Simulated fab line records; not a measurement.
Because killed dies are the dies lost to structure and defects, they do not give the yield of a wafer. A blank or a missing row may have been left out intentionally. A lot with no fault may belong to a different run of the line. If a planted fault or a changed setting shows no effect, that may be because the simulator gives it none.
Matching of chambers -- flow n5-finfet -- 4 sister chambers for N5_STI_FIN_REVEAL_ETCH_34 on rie-si-02
The step etches Si in H2, material Si, target depth 0.97 nm. 20 wafers are shown with their chamber, then 10 later ones without.

WAFERS, EACH WITH ITS CHAMBER
wafer,chamber,throttle-valve-pct (%),drypump-motor-current-A (A),oes-product-au (a.u.)
L076.2,0,25.74,5.9,1.013
L076.4,3,25.78,6.2,0.983
L076.6,0,25.75,5.9,1.018
L078.1,0,25.74,5.9,1.015
L078.3,3,25.77,6.2,0.991
L078.6,1,25.60,5.7,1.026
L080.1,2,25.49,6.0,1.000
L080.3,3,25.79,6.2,0.991
L080.6,3,25.77,6.2,1.003
L081.1,0,25.75,5.9,1.019
L081.4,3,25.78,6.2,1.009
L081.6,1,25.62,5.8,1.031
L082.1,0,25.73,5.9,1.019
L082.4,2,25.48,6.0,1.004
L082.6,0,25.73,5.9,1.025
L083.1,2,25.48,6.0,1.002
L083.2,3,25.78,6.1,0.994
L083.4,0,25.73,5.9,1.011
L084.3,0,25.76,5.9,1.028
L084.5,2,25.50,6.0,0.999

SIGNATURES (means of the wafers above)
reading,chamber 0,chamber 1,chamber 2,chamber 3,scatter within a chamber
throttle-valve-pct,25.7413,25.6100,25.4875,25.7783,0.0101
drypump-motor-current-A,5.900,5.750,6.000,6.183,0.0289
oes-product-au,1.01850,1.02850,1.00125,0.99517,0.0066
Rule: for each reading, subtract the chamber's mean from the wafer's reading, divide by that reading's scatter and square the result; add these up over the readings and take the root, which gives the wafer's distance from the chamber. The wafer belongs to the nearest chamber; if the next one is less than 2 further off, it can't be placed. The scatter: the root of (the sum of the squares of (reading less its chamber's mean) over the shown wafers, divided by (wafers less chambers)).

WAFERS WITH NO CHAMBER GIVEN
wafer,throttle-valve-pct (%),drypump-motor-current-A (A),oes-product-au (a.u.)
L084.6,25.78,6.2,0.995
L089.2,25.74,5.9,1.026
L089.3,25.49,6.0,1.001
L089.6,25.61,5.7,1.020
L091.4,25.50,5.9,0.995
L091.5,25.74,5.9,1.003
L091.6,25.60,5.8,1.028
L094.2,25.75,5.9,1.011
L094.3,25.79,6.2,0.991
L094.4,25.61,5.8,1.002

WHICH CHAMBER EACH ONE RAN IN
wafer,from the rows above,in truth
L084.6,3,3
L089.2,0,0
L089.3,2,2
L089.6,1,1
L091.4,2,2
L091.5,0,0
L091.6,1,1
L094.2,0,0
L094.3,3,3
L094.4,1,1
10 of 10 placed correctly. Number that these rows cannot place: 0. 0 placed wrongly.
